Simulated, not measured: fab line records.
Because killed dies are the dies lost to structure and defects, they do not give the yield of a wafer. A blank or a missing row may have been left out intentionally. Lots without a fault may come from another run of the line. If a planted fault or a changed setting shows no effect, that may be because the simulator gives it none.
Matching of chambers    flow n5 finfet    N5_BEOL_M10_ILD_DEP_00 on pecvd-04 has 3 sister chambers
The step deposits SiCOH lowk from DEMS/porogen, target thk 308.51 nm, time 58 s. 6 wafers are shown with their chamber, then 10 later ones without.

== WAFERS WITH THEIR CHAMBER ==
wafer   chamber  throttle valve pct (%)  heater power w (W)
L084.6  2        12.3                    357
L088.2  1        13.9                    301
L088.5  1        13.9                    308
L088.6  0        14.0                    302
L089.2  2        12.4                    405
L089.3  0        13.9                    303

== WAFERS MISSING THEIR CHAMBER ==
wafer   throttle valve pct (%)  heater power w (W)
L089.6  14.0                    322
L092.1  12.5                    356
L092.4  14.2                    237
L092.6  12.5                    365
L095.2  12.7                    391
L095.3  13.7                    331
L095.5  13.8                    278
L097.2  13.8                    344
L097.3  12.5                    400
L097.6  14.0                    271

== WHICH CHAMBER EACH ONE RAN IN ==
wafer   from the rows above      in truth
L089.6  can't be placed: 0 or 1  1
L092.1  2                        2
L092.4  can't be placed: 0 or 1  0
L092.6  2                        2
L095.2  2                        2
L095.3  can't be placed: 1 or 0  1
L095.5  can't be placed: 1 or 0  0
L097.2  can't be placed: 1 or 0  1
L097.3  2                        2
L097.6  can't be placed: 0 or 1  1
Correct placement for 4 of the 10. Unplaceable from these rows: 6, with the true chamber sitting among the candidates in 6. Wrongly placed: 0.
How it was worked out, from the rows above alone: a wafer's distance from a chamber is the root of the sum, over the readings, of the square of ((its reading less the chamber's mean) divided by the reading's scatter). The wafer belongs to the nearest chamber; if the next one is less than 2 further off, it can't be placed. A chamber's mean is the mean of its shown wafers. The scatter: the root of (the sum of the squares of (reading less its chamber's mean) over the shown wafers, divided by (wafers less chambers)).
